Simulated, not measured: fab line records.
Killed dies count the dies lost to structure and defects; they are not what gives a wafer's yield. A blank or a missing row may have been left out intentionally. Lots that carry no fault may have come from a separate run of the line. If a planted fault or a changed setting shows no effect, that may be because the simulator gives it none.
Matching of chambers || flow n5Finfet || rieDiel-04 running N5_BEOL_M8_STRIP_19: 4 sister chambers
The step strips in O2. 8 wafers are shown with their chamber, then 10 later ones without.

== WAFERS PAIRED WITH THEIR CHAMBERS ==
{"wafer": "L081.3", "chamber": 3, "drypumpMotorCurrentA (A)": 5.7, "showerheadPlenumPTorr (Torr)": 2.06}
{"wafer": "L082.1", "chamber": 0, "drypumpMotorCurrentA (A)": 5.5, "showerheadPlenumPTorr (Torr)": 2.00}
{"wafer": "L084.3", "chamber": 3, "drypumpMotorCurrentA (A)": 5.6, "showerheadPlenumPTorr (Torr)": 2.05}
{"wafer": "L084.6", "chamber": 1, "drypumpMotorCurrentA (A)": 6.1, "showerheadPlenumPTorr (Torr)": 2.05}
{"wafer": "L089.2", "chamber": 0, "drypumpMotorCurrentA (A)": 5.5, "showerheadPlenumPTorr (Torr)": 1.99}
{"wafer": "L089.6", "chamber": 2, "drypumpMotorCurrentA (A)": 5.8, "showerheadPlenumPTorr (Torr)": 2.04}
{"wafer": "L090.1", "chamber": 2, "drypumpMotorCurrentA (A)": 5.8, "showerheadPlenumPTorr (Torr)": 2.04}
{"wafer": "L090.2", "chamber": 1, "drypumpMotorCurrentA (A)": 6.1, "showerheadPlenumPTorr (Torr)": 2.05}

== WAFERS MISSING THEIR CHAMBER ==
{"wafer": "L090.3", "drypumpMotorCurrentA (A)": 5.7, "showerheadPlenumPTorr (Torr)": 2.05}
{"wafer": "L095.2", "drypumpMotorCurrentA (A)": 6.1, "showerheadPlenumPTorr (Torr)": 2.04}
{"wafer": "L095.3", "drypumpMotorCurrentA (A)": 5.8, "showerheadPlenumPTorr (Torr)": 2.04}
{"wafer": "L095.5", "drypumpMotorCurrentA (A)": 5.8, "showerheadPlenumPTorr (Torr)": 2.04}
{"wafer": "L093.1", "drypumpMotorCurrentA (A)": 6.1, "showerheadPlenumPTorr (Torr)": 2.04}
{"wafer": "L093.3", "drypumpMotorCurrentA (A)": 5.5, "showerheadPlenumPTorr (Torr)": 1.99}
{"wafer": "L093.5", "drypumpMotorCurrentA (A)": 5.5, "showerheadPlenumPTorr (Torr)": 1.99}
{"wafer": "L094.1", "drypumpMotorCurrentA (A)": 5.7, "showerheadPlenumPTorr (Torr)": 2.04}
{"wafer": "L094.2", "drypumpMotorCurrentA (A)": 5.5, "showerheadPlenumPTorr (Torr)": 1.98}
{"wafer": "L094.5", "drypumpMotorCurrentA (A)": 6.1, "showerheadPlenumPTorr (Torr)": 2.04}

== EACH ONE'S CHAMBER ==
{"wafer": "L090.3", "from the rows above": "can't be placed: 3 or 2", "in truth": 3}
{"wafer": "L095.2", "from the rows above": 1, "in truth": 1}
{"wafer": "L095.3", "from the rows above": 2, "in truth": 2}
{"wafer": "L095.5", "from the rows above": 2, "in truth": 2}
{"wafer": "L093.1", "from the rows above": 1, "in truth": 1}
{"wafer": "L093.3", "from the rows above": 0, "in truth": 0}
{"wafer": "L093.5", "from the rows above": 0, "in truth": 0}
{"wafer": "L094.1", "from the rows above": "can't be placed: 2 or 3", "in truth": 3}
{"wafer": "L094.2", "from the rows above": 0, "in truth": 0}
{"wafer": "L094.5", "from the rows above": 1, "in truth": 1}
Placed correctly: 8 of 10. Not placeable from these rows: 2 (in 2, the candidates include the true chamber). 0 placed wrongly.
How it was worked out, from the rows above alone: a wafer's distance from a chamber is the root of the sum, over the readings, of the square of ((its reading less the chamber's mean) divided by the reading's scatter). The wafer belongs to the nearest chamber; if the next one is less than 2 further off, it can't be placed. Each chamber's mean is taken over the wafers shown for it. The scatter is the square root of a quotient: the sum, over the shown wafers, of each reading's squared deviation from its chamber's mean, divided by wafers minus chambers.
